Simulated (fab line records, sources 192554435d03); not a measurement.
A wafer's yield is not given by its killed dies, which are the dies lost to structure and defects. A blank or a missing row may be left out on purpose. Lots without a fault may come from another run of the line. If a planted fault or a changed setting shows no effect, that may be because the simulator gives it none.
fab line records	flow n5Finfet
record: lots: 9	wafers: 26	lastDay: 16
route steps=1938 shown SD_EPI_P@306 ILD0@335 SDB@348 BEOL_M4@1111
lots untouched by any fault: they come from a run of this same line in which no faults occurred
startH: the number of hours between the record's first day and the start of the first shown wafer of the lot	waitH: hours elapsed since this lot's preceding step	" identical to the entry in the row above	L1.1+2: several wafers, shown together as one row	- no value present, or no start provided	* or withheld: withheld	< > ~ a bound
route shown NAME@n: a module of which the file shows steps, and the number in the route of the first	usual: mean/standard deviation taken from wafers without a fault	same: alike in all rows	chamber/n: place in a boat	sites: each site's reading	_std_site: the standard deviation of these	_edge_site: the outer-site mean with the inner-site mean subtracted	radiusMm: for every site, how far away it sits from the centre of the wafer	mask NAME#n: copy n	behind: the most recent tool/chamber to have shaped the wafer	hold: cause of the lot's hold/its duration in hours/its outcome	device: names the non-switching transistor (n, p or np)	end of line: at the end of the route, the tests of the same wafers	a step given without rows: its recipe and nothing more	killed: dies lost to structure and defects at the first sort, not the wafer's yield	map: a wafer's dies, x killed, . not, _ none there
set.NAME: the setting the step ran with; set.NAME@STEP: the setting that earlier step ran with	model.NAME: the simulator's own value behind a step, which no gauge read
route steps across a sampled set of lots; one table per step, one row per wafer
services: when a tool's chamber went out of use (startH, in hours from the record's first day, below 0 if earlier), for how many hours, and the reason
== steps ==
step: N5_SD_EPI_P_DESCUM_14
recipe: chemistry: O2	timeS: 7.9	sourcePowerW: 50	biasPowerW: 20	pressureMtorr: 20	rfFrequencyHz: 2.712e+07	tempC: 40	resist: CAR-ArF-block	o2FlowSccm: 225
usual: drypumpMotorCurrentA: 5.60/0.28	oesProductAu: 0.78/0.07	rfVppV: 243.7/1.1	showerheadPlenumPTorr: 2.13/0.041	throttleValvePct: 20.38/0.22
lot.wafer	tool	chamber	startH	waitH	drypumpMotorCurrentA	oesProductAu	rfHoursCounterH	rfVppV	showerheadPlenumPTorr	throttleValvePct
L486.2	rieDiel-05	1	64.59	0.0	5.25	0.84	55	245.1	2.13	20.19
L486.3	"	3	"	"	5.56	0.72	183	242.0	2.08	20.65
L486.5	"	2	"	"	5.56	0.92	-	245.0	2.13	20.23
L490.5	rieDiel-05	0	92.76	0.2	6.05	0.78	-	244.5	2.19	20.26
L490.6	"	3	"	"	5.56	0.73	-	242.6	2.08	20.66
L496.1	rieDiel-05	1	127.79	0.0	5.24	0.81	71	242.2	2.12	20.20
L496.2	"	0	"	"	6.04	0.77	151	245.4	2.19	20.26
L496.4	"	2	"	"	5.57	0.87	36	243.6	2.12	20.27
L499.1	rieDiel-05	3	145.56	0.0	5.54	0.70	205	243.0	2.08	20.68
L499.2	"	2	"	"	5.59	0.85	41	243.9	2.12	20.28
L499.3	"	1	"	"	5.28	0.81	76	242.8	2.12	20.23
L500.1	rieDiel-05	0	148.78	0.0	6.03	0.77	157	244.8	2.18	20.28
L500.2	"	3	"	"	5.54	0.70	207	242.2	2.08	20.68
L500.3	"	1	"	"	5.27	0.81	77	244.7	2.12	20.21
L501.1	rieDiel-05	0	154.25	0.1	6.04	0.76	159	244.2	2.18	20.27
L501.2	"	2	"	"	5.54	0.85	44	243.9	2.12	20.26
L501.6	"	0	"	"	6.03	0.76	-	245.6	2.18	20.29
L502.4	rieDiel-05	0	159.90	0.0	6.02	0.75	161	243.7	2.18	20.29
L502.5	"	1	"	"	5.28	0.80	-	243.1	2.12	20.22
L502.6	"	0	"	"	6.03	0.76	-	244.8	2.18	20.28
L503.1	rieDiel-06	0	167.42	0.0	5.84	0.73	170	243.8	2.15	20.30
L503.5	"	0	"	"	5.85	0.73	-	245.2	2.15	20.30
L503.6	"	3	"	"	5.29	0.84	-	241.9	2.03	20.39
L504.3	rieDiel-05	2	176.61	0.3	5.56	0.86	50	242.1	2.12	20.31
L504.4	"	0	"	"	5.99	0.76	165	244.4	2.18	20.27
L504.6	"	2	"	"	5.55	0.84	-	243.7	2.12	20.30
step: N5_ILD0_LINER_00
recipe: material: SiNx	targetThkA: 40	tempC: 400	aldPrecursorFamily: SiH2I2	aldCoReactant: N2/H2-plasma	pulseTimeS: 1	purgeTimeS: 2	coReactantPurgeTimeS: 2	aldCycles: 80	pressureTorr: 2
usual: heaterPowerW: 862/93	precursorPulseHeightRel: 0.997/0.019
lot.wafer	tool	chamber	startH	waitH	heaterPowerW	precursorPulseHeightRel
L486.2	aldSin-01	1	69.59	0.5	978	0.978
L486.3	"	2	"	"	1069	0.991
L486.5	"	0	"	"	829	1.015
L490.5	aldSin-01	0	99.48	0.3	843	0.981
L490.6	"	1	"	"	880	0.977
L496.1	aldSin-04	3	132.32	0.0	749	0.999
L496.2	"	0	"	"	895	0.996
L496.4	"	2	"	"	920	1.004
L499.1	aldSin-01	1	150.17	0.0	905	0.981
L499.2	"	3	"	"	816	0.982
L499.3	"	0	"	"	860	1.014
L500.1	aldSin-01	0	153.30	0.0	833	1.020
L500.2	"	1	"	"	926	0.978
L500.3	"	3	"	"	788	1.011
L501.1	aldSin-01	0	159.38	0.7	847	1.022
L501.2	"	2	"	"	1077	0.983
L501.6	"	0	"	"	839	0.988
L502.4	aldSin-02	1	164.44	0.1	943	0.976
L502.5	"	3	"	"	855	0.971
L502.6	"	0	"	"	696	1.001
L503.1	aldSin-04	0	171.99	0.0	912	0.990
L503.5	"	1	"	"	802	0.985
L503.6	"	2	"	"	940	1.041
L504.3	aldSin-01	1	182.24	0.3	889	1.000
L504.4	"	3	"	"	785	1.003
L504.6	"	2	"	"	1076	0.987
step: N5_ILD0_CMP_07
recipe: stopOn: poly-Si	material: SiO2_flowable	tOverpolishS: 1.18	postCmpClean: alkalineBrush	downForcePsi: 4.1491	platenRpm: 51.796	padVelocityMS: 1.0306	targetThkNm: 138.88
usual: motorCurrentA: 12.1/1.5	slurryFilterDpKPa: 13.51/0.14
lot.wafer	tool	chamber	startH	waitH	motorCurrentA	slurryFilterDpKPa
L486.3	cmp-03	0	72.40	0.1	9.6	13.49
L486.2	"	1	"	"	15.2	13.36
L486.5	"	3	"	"	11.1	13.34
L490.5	cmp-03	1	102.13	0.2	14.6	13.58
L490.6	"	2	"	"	12.7	13.86
L496.2	cmp-01	2	135.12	0.1	10.7	13.40
L496.4	"	0	"	"	13.0	13.58
L496.1	"	1	"	"	10.5	13.71
L499.2	cmp-04	3	152.89	0.1	12.6	13.35
L499.1	"	0	"	"	12.9	13.41
L499.3	"	1	"	"	12.3	13.37
L500.2	cmp-03	0	155.99	0.0	10.3	13.64
L500.1	"	1	"	"	14.1	13.52
L500.3	"	3	"	"	10.3	13.49
L501.1	cmp-03	1	162.11	0.1	13.8	13.51
L501.2	"	3	"	"	10.7	13.57
L501.6	"	1	"	"	13.8	13.34
L502.4	cmp-04	2	167.19	0.1	11.0	13.67
L502.6	"	1	"	"	13.0	13.58
L502.5	"	2	"	"	11.3	13.64
L503.1	cmp-01	2	174.83	0.2	11.1	13.23
L503.5	"	0	"	"	12.9	13.53
L503.6	"	1	"	"	10.6	13.76
L504.3	cmp-04	1	185.00	0.1	12.2	13.38
L504.4	"	2	"	"	11.5	13.28
L504.6	"	3	"	"	12.2	13.45
step: N5_SDB_COAT_03
recipe: resist: SOC	tempC: 250	timeS: 60	spinRpm: 1500	resistThkNm: 100
usual: exhaustPa: 45.0/0.95	plateTempC: 250.01/0.15	spinSpeedRpm: 1500.1/1
lot.wafer	tool	chamber	startH	waitH	exhaustPa	plateTempC	spinSpeedRpm
L486.2	lithoTrack-05	0	75.98	0.1	44.9	249.91	1500.4
L486.3	"	0	"	"	43.7	249.99	1502.0
L486.5	"	0	"	"	44.2	249.92	1499.3
L490.5	lithoTrack-01	0	105.63	0.0	45.9	249.89	1499.7
L490.6	"	0	"	"	47.5	249.97	1501.0
L496.1	lithoTrack-01	0	138.83	0.1	43.8	250.23	1499.7
L496.2	"	0	"	"	46.1	249.86	1501.0
L496.4	"	0	"	"	43.7	250.16	1500.4
L499.1	lithoTrack-01	0	156.53	0.1	44.1	249.87	1378.4
L499.2	"	0	"	"	45.1	249.78	1378.4
L499.3	"	0	"	"	43.6	250.22	1376.8
L500.1	lithoTrack-01	0	159.64	0.1	44.8	250.01	1377.3
L500.2	"	0	"	"	46.1	250.24	1376.6
L500.3	"	0	"	"	44.5	250.12	1378.1
L501.1	lithoTrack-02	0	165.74	0.1	43.3	250.14	1500.4
L501.2	"	0	"	"	43.3	249.94	1501.4
L501.6	"	0	"	"	44.2	250.18	1500.2
L502.4	lithoTrack-02	0	170.80	0.0	44.5	249.89	1499.5
L502.5	"	0	"	"	46.5	249.90	1499.7
L502.6	"	0	"	"	45.0	249.95	1499.8
L503.1	lithoTrack-05	0	178.86	0.1	45.0	250.09	1500.8
L503.5	"	0	"	"	45.7	249.89	1501.3
L503.6	"	0	"	"	45.6	250.21	1499.8
L504.3	lithoTrack-02	0	189.10	0.1	45.0	249.72	1499.7
L504.4	"	0	"	"	46.7	249.74	1498.8
L504.6	"	0	"	"	46.7	249.62	1501.1
step: N5_SDB_STRIP_22
recipe: chemistry: N2/H2	powerW: 1000	tempC: 250	h2Frac: 0.65	overashFraction: 0.3	pressureMtorr: withheld	n2FlowSccm: 1750	h2FlowSccm: 3250
usual: drypumpMotorCurrentA: 5.6/0.34	heaterPowerW: 375/20	oesProductAu: 0.715/0.0043	stripTimeToEndpointS: 96.3/0.44
lot.wafer	tool	chamber	startH	waitH	drypumpMotorCurrentA	heaterPowerW	oesProductAu	rfHoursCounterH	stripTimeToEndpointS
L486.2	plasmaAsher-01	1	76.74	0.1	6.1	411	0.713	83	96.8
L486.3	"	1	"	"	6.1	423	0.726	-	96.7
L486.5	"	1	"	"	6.2	404	0.717	-	97.1
L490.5	plasmaAsher-02	0	106.47	0.1	5.6	380	0.721	-	96.5
L490.6	"	1	"	"	5.4	363	0.717	-	96.0
L496.1	plasmaAsher-02	0	139.84	0.1	5.6	375	0.712	50	95.7
L496.2	"	1	"	"	5.4	361	0.716	50	96.9
L496.4	"	0	"	"	5.6	377	0.717	-	96.5
L499.1	plasmaAsher-02	1	157.29	0.1	5.4	367	0.721	54	99.9
L499.2	"	0	"	"	5.7	376	0.714	54	99.7
L499.3	"	1	"	"	5.4	355	0.721	-	100.1
L500.1	plasmaAsher-02	0	160.40	0.1	5.7	376	0.720	54	100.6
L500.2	"	1	"	"	5.4	363	0.722	54	100.3
L500.3	"	0	"	"	5.7	379	0.717	-	100.7
L501.1	plasmaAsher-02	1	166.74	0.1	5.4	352	0.719	56	96.1
L501.2	"	0	"	"	5.6	380	0.717	56	97.2
L501.6	"	1	"	"	5.4	364	0.714	-	97.2
L502.4	plasmaAsher-02	1	171.59	0.1	5.4	365	0.718	-	96.0
L502.5	"	1	"	"	5.4	358	0.718	-	96.8
L502.6	"	0	"	"	5.6	382	0.710	-	96.7
L503.1	plasmaAsher-02	0	179.62	0.1	5.6	381	0.714	58	97.1
L503.5	"	1	"	"	5.4	367	0.713	-	96.7
L503.6	"	0	"	"	5.6	382	0.710	-	97.0
L504.3	plasmaAsher-02	1	192.48	0.1	5.4	367	0.721	-	96.1
L504.4	"	0	"	"	5.6	384	0.716	-	95.8
L504.6	"	0	"	"	5.7	383	0.717	-	95.8
step: N5_BEOL_M4_RC_MEAS_101
usual: DIBL_N: 35.8/1.5	DIBL_P: 35.9/1.8	IOFF_N: 0.152/0.025	IOFF_P: 0.21/0.031	ION_N: 672/11	ION_P: 462/7.4	SS_N: 71.5/0.52	SS_P: 73.2/0.54	VT_N: 250/3	VT_P: -250/3.3
lot.wafer	tool	chamber	startH	waitH	DIBL_N[mV/V]	DIBL_P[mV/V]	IOFF_N[nA/um]	IOFF_P[nA/um]	ION_N[uA/um]	ION_P[uA/um]	SS_N[mV/dec]	SS_P[mV/dec]	VT_N[mV]	VT_P[mV]
L486.2	prober-02	0	178.93	0.2	37.5	36.4	0.161	0.23	675	467	71.4	73.3	249	-247
L486.3	"	0	"	"	38.5	38.3	0.195	0.27	690	474	72.0	73.9	244	-245
L486.5	"	0	"	"	35.5	34.8	0.131	0.20	665	465	71.7	73.3	251	-248
L490.5	prober-02	0	219.01	0.6	36.8	38.6	0.155	0.19	678	459	71.0	73.4	252	-252
L490.6	"	0	"	"	37.5	38.5	0.170	0.20	676	463	70.9	73.9	251	-254
L496.1	prober-01	0	236.76	0.0	37.1	37.8	0.177	0.23	667	458	71.3	74.7	248	-248
L496.2	"	0	"	"	34.2	34.8	0.128	0.18	677	467	71.8	73.7	252	-250
L496.4	"	0	"	"	35.5	36.5	0.145	0.20	672	459	71.3	74.1	251	-253
L499.1	prober-02	0	261.63	0.0	35.2	36.2	0.142	0.20	675	461	71.5	73.4	250	-252
L499.2	"	0	"	"	38.9	40.1	0.205	0.27	687	475	72.3	74.0	245	-247
L499.3	"	0	"	"	35.4	35.7	0.134	0.20	658	456	71.5	72.7	250	-251
L500.1	prober-01	0	263.71	0.0	37.7	38.6	0.218	0.29	700	484	72.0	74.3	244	-243
L500.2	"	0	"	"	36.0	35.8	0.172	0.23	676	465	71.6	72.8	245	-248
L500.3	"	0	"	"	36.5	38.0	0.196	0.28	706	489	72.4	73.7	245	-243
L502.4	prober-02	0	271.90	0.5	35.5	37.1	0.182	0.24	682	460	71.9	73.3	247	-247
L502.5	"	0	"	"	34.3	37.2	0.175	0.24	694	471	71.1	72.5	245	-250
L502.6	"	0	"	"	34.1	36.0	0.154	0.21	675	460	71.2	72.7	250	-248
L501.1	prober-01	0	284.90	0.0	34.6	35.8	0.160	0.20	672	456	71.6	73.2	247	-250
L501.2	"	0	"	"	36.3	37.8	0.185	0.24	692	470	71.3	73.8	245	-250
L501.6	"	0	"	"	35.0	36.7	0.175	0.22	701	472	71.0	73.5	246	-250
L503.1	prober-02	0	285.84	0.0	36.3	38.6	0.179	0.24	677	463	71.6	73.8	247	-249
L503.5	"	0	"	"	36.0	39.4	0.177	0.26	689	477	71.5	73.7	248	-248
L503.6	"	0	"	"	35.3	37.1	0.159	0.22	683	462	71.4	73.4	251	-249
L504.3	prober-01	0	289.49	0.3	34.0	34.4	0.141	0.21	664	463	72.0	73.1	252	-247
L504.4	"	0	"	"	33.5	34.2	0.127	0.20	648	457	70.8	72.4	253	-247
L504.6	"	0	"	"	34.8	36.0	0.159	0.24	689	473	71.4	73.4	249	-246
== services ==
tool	chamber	startH	hours	kind
cmp-01	-	48.73	5.0	pm
aldSin-01	-	50.80	6.6	repair
aldSin-02	1	60.81	2.9	repair
plasmaAsher-02	-	63.86	1.7	repair
cmp-04	-	69.92	2.6	repair
rieDiel-05	1	73.51	5.2	repair
plasmaAsher-02	-	78.70	2.8	pm
cmp-04	-	83.76	4.7	repair
aldSin-01	-	85.29	14.0	pm
aldSin-01	0	85.29	14.0	ventCycle
aldSin-01	1	85.29	14.0	ventCycle
aldSin-01	2	85.29	14.0	ventCycle
plasmaAsher-01	-	85.79	3.2	repair
cmp-03	-	85.91	4.0	pm
cmp-04	-	93.41	7.4	repair
cmp-04	-	121.33	0.2	repair
rieDiel-06	1	130.63	9.8	repair
cmp-03	-	138.26	2.5	repair
aldSin-01	3	141.04	5.9	repair
rieDiel-06	2	149.71	12.8	repair
cmp-03	-	176.83	0.3	repair
rieDiel-06	1	177.25	22.2	repair
cmp-03	-	177.29	0.4	repair
plasmaAsher-01	-	178.73	7.2	repair
== key ==
firstSign: step: N5_SDB_COAT_03	reading: spinSpeedRpm	direction: down	sigmas: 99+	usual: *	struck: *
effect: step: N5_SDB_STRIP_22	reading: stripTimeToEndpointS	direction: up	sigmas: 8.9	usual: *	struck: *
metAt N5_SDB_COAT_03
struckLots L499,L500
notActingAt N5_SD_EPI_P_DESCUM_14,N5_ILD0_LINER_00,N5_ILD0_CMP_07
onsetBetween 138.83 156.53
fault: kind: processParameterDrift	tool: lithoTrack-01	chamber: -	onsetH: 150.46	steps: N5_SDB_COAT_03	channel: spinRpm	offset: *	shape: step	endH: 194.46	actsIn: *	stated: *
